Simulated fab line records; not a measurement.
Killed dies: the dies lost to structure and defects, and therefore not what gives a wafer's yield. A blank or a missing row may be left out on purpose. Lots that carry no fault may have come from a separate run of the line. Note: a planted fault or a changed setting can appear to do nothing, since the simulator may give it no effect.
Matching of chambers || flow n5_finfet || N5_BEOL_M2_ILD_DEP_00 on pecvd-01 has 3 sister chambers
The step deposits SiOC from DEMS/O2, target thk 79 nm, time 15.3 s. 3 wafers are shown with their chamber, then 7 later ones without.

== WAFERS PAIRED WITH THEIR CHAMBERS ==
{"wafer": "L083.3", "chamber": 1, "throttle_valve_pct (%)": 13.3}
{"wafer": "L088.5", "chamber": 2, "throttle_valve_pct (%)": 12.0}
{"wafer": "L090.4", "chamber": 0, "throttle_valve_pct (%)": 11.8}

== WAFERS WHOSE CHAMBER IS MISSING ==
{"wafer": "L090.6", "throttle_valve_pct (%)": 12.7}
{"wafer": "L093.3", "throttle_valve_pct (%)": 11.9}
{"wafer": "L093.4", "throttle_valve_pct (%)": 12.8}
{"wafer": "L093.6", "throttle_valve_pct (%)": 12.4}
{"wafer": "L096.3", "throttle_valve_pct (%)": 12.4}
{"wafer": "L096.4", "throttle_valve_pct (%)": 12.2}
{"wafer": "L096.6", "throttle_valve_pct (%)": 13.1}

== EACH ONE'S CHAMBER ==
{"wafer": "L090.6", "from the rows above": "can't be placed: 1 or 2 or 0", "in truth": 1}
{"wafer": "L093.3", "from the rows above": "can't be placed: 0 or 2", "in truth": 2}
{"wafer": "L093.4", "from the rows above": "can't be placed: 1 or 2 or 0", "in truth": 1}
{"wafer": "L093.6", "from the rows above": "can't be placed: 2 or 0 or 1", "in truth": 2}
{"wafer": "L096.3", "from the rows above": "can't be placed: 2 or 0 or 1", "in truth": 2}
{"wafer": "L096.4", "from the rows above": "can't be placed: 2 or 0", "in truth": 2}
{"wafer": "L096.6", "from the rows above": 1, "in truth": 1}
1 of 7 placed correctly. From these rows, 6 cannot be placed; in 6 the true chamber is one of the candidates. Wrongly placed: 0.
How it was worked out, from the rows above alone: a wafer's distance from a chamber is the root of the sum, over the readings, of the square of ((its reading less the chamber's mean) divided by the reading's scatter). The wafer belongs to the nearest chamber; if the next one is less than 2 further off, it can't be placed. For every chamber, the mean is computed from those of its wafers that are shown. The scatter: root of mean squared gap, hidden wafer to nearest shown wafer, with one shown wafer a chamber.
